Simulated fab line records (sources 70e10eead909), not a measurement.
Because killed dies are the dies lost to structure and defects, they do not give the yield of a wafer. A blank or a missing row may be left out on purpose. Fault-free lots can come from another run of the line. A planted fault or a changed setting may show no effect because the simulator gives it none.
Struck lot and sound lot, side by side | flow nand harc | 24 steps out of a route of 1302
Sound: the wafers L172.1, L172.2, L172.3. Wafers struck: L185.1, L185.3, L185.4. The cause comes at the end.
Each step with rows lists, per side, the tool, then ch with its chambers, then its first start. Under that, the readings that differ: sound wafers | struck wafers | difference of the means | sigmas: that difference in standard deviations of wafers without a fault.
alike: same words and numbers on both sides, and readings whose means sit less than 2 such deviations apart. not compared: any withheld reading, any reading some wafer has no value for, any bound like >300 that may hide the same value, and any number with overlapping values for which the record gives no deviation.
Wherever a step has rows on one side only, a row that says differs or no value, or a row with sigmas, the two part there. Non-overlapping numbers with no deviation appear without sigmas and do not part them. A reading that every wafer of one side lacks parts them only if that side has two wafers or more.

NHARC_P_CONTACT_DEP_00: deposits SiO2, target thk 500 nm.
  sound: pecvd-03 ch 0,1,2; struck: pecvd-03 ch 0,2
  alike: heater power w, showerhead vpp V, susceptor temp C, throttle valve pct
NHARC_P_CONTACT_CMP_01: polishes SiO2, target thk 200 nm.
  sound on cmp-03 ch 0,2,3, day 6 05:55; struck on cmp-04 ch 1,2,3, day 11 18:53
  alike: motor current A
then, 9 steps without rows for these wafers: NHARC_P_CONTACT_SRD_03; NHARC_P_CONTACT_DEHYDRATE_04 (time 120 s); NHARC_P_CONTACT_HMDS_05 (time 30 s); NHARC_P_CONTACT_COAT_33 (time 75 s); NHARC_P_CONTACT_COAT_34 (time 65 s); NHARC_P_CONTACT_COAT_06 (resist thk 90 nm); NHARC_P_CONTACT_SOFTBAKE_07 (time 55 s); NHARC_P_CONTACT_EBR_08; NHARC_P_CONTACT_EXPOSE_09 (exposes mask P CA, target cd 90 nm).
NHARC_P_CONTACT_PEB_10: peb time 65 s.
  sound on litho track-01 ch 0, day 6 06:40; struck on litho track-01 ch 0, day 11 19:38
then, 1 step without rows for these wafers: NHARC_P_CONTACT_DEVELOP_11 (develop time 35 s).
NHARC_P_CONTACT_CD_MEAS_12 targets a cd of 90 nm.
  sound on cd sem-02 ch 0, day 6 06:44; struck on cd sem-03 ch 0, day 11 19:43
  reading    | sound          | struck         | difference | sigmas
  cd nm (nm) | 89.8 89.6 90.3 | 98.6 98.9 98.6 | +8.8       | +15
NHARC_P_CONTACT_OVL_MEAS_13:
  sound on overlay-01, day 6 06:49; struck on overlay-02, day 11 19:48
  alike: overlay x nm, overlay y nm
NHARC_P_CONTACT_INSPECT_14:
  sound on defect inspect-02, day 6 06:52; struck on defect inspect-02, day 11 19:50
  alike: raw defect count
NHARC_P_CONTACT_DESCUM_17: chemistry O2, time 3 s.
  sound on rie diel-05 ch 0,1,2, day 6 06:56; struck on rie diel-02 ch 0,2,3, day 11 19:54
  reading                    | sound             | struck            | difference | sigmas
  model.P_CONTACT.cd nm (nm) | 89.35 89.22 90.79 | 99.09 98.56 98.12 | +8.80      |
  alike: chamber pressure mTorr, drypump motor current A, oes product au, rf vpp V, showerhead plenum p Torr, throttle valve pct
  not compared: rf hours counter h
NHARC_P_CONTACT_ETCH_35: etches the open film in CF4, target depth 39 nm, time 65 s.
  sound on rie diel-05 ch 0,2,3, day 6 07:01; struck on rie diel-02 ch 0,1,3, day 11 19:59
  alike: bias w, chamber pressure mTorr, drypump motor current A, oes product au, rf vpp V, showerhead plenum p Torr, throttle valve pct
  not compared: rf hours counter h
NHARC_P_CONTACT_ETCH_36: etches the open film in N2/H2, target depth 260 nm, time 406.25 s.
  sound: rie diel-05 ch 1,2,3; struck: rie diel-02 ch 0,2,3
  reading                        | sound                | struck               | difference | sigmas
  chamber pressure mTorr (mTorr) | 30.011 30.055 30.041 | 29.982 29.994 29.935 | -0.065     | -2
  rf hours counter h (h)         | 1.1 1.2 1.2          | 1.5 1.3 1.5          | +0.3       |
  alike: bias w, drypump motor current A, oes product au, rf vpp V, showerhead plenum p Torr, throttle valve pct
then, 2 steps without rows for these wafers: NHARC_P_CONTACT_ETCH_18 (etches the open film in C4F8/O2/Ar, target depth 481 nm, time 240.5 s); NHARC_P_CONTACT_STRIP_37 (strips in C4F8/O2/Ar).
NHARC_P_CONTACT_ETCH_31: etches the open film in CH3F/O2, target depth 30 nm, time 85.7 s.
  sound: rie diel-05 ch 0,1,2; struck: rie diel-02 ch 0,1,3
  reading                    | sound             | struck            | difference | sigmas
  model.P_CONTACT.cd nm (nm) | 89.86 90.87 91.69 | 97.02 96.67 98.95 | +6.74      |
  alike: bias w, chamber pressure mTorr, drypump motor current A, oes product au, rf vpp V, showerhead plenum p Torr, throttle valve pct
  not compared: rf hours counter h
NHARC_P_CONTACT_CD_MEAS_19:
  sound on cd sem-01, day 6 07:47; struck on cd sem-02, day 11 20:46
  reading    | sound          | struck         | difference | sigmas
  cd nm (nm) | 90.1 91.1 91.7 | 97.1 96.4 99.0 | +6.5       | +4
NHARC_P_CONTACT_STRIP_28: strips in O2.
  sound on rie diel-02 ch 0,1,3, day 6 07:52; struck on rie diel-09 ch 0,1,3, day 11 20:51
  reading                | sound       | struck      | difference | sigmas
  rf hours counter h (h) | 3.2 2.7 2.9 | 4.5 5.5 5.7 | +2.3       |
  alike: chamber pressure mTorr, drypump motor current A, oes product au, rf vpp V, showerhead plenum p Torr, throttle valve pct

## WHERE THEY PART
First at NHARC_P_CONTACT_CD_MEAS_12; last, within this record, at NHARC_P_CONTACT_CD_MEAS_19. Later steps at which nothing parts them and some readings are alike: NHARC_P_CONTACT_STRIP_28.

WHY: the cause the simulator had injected
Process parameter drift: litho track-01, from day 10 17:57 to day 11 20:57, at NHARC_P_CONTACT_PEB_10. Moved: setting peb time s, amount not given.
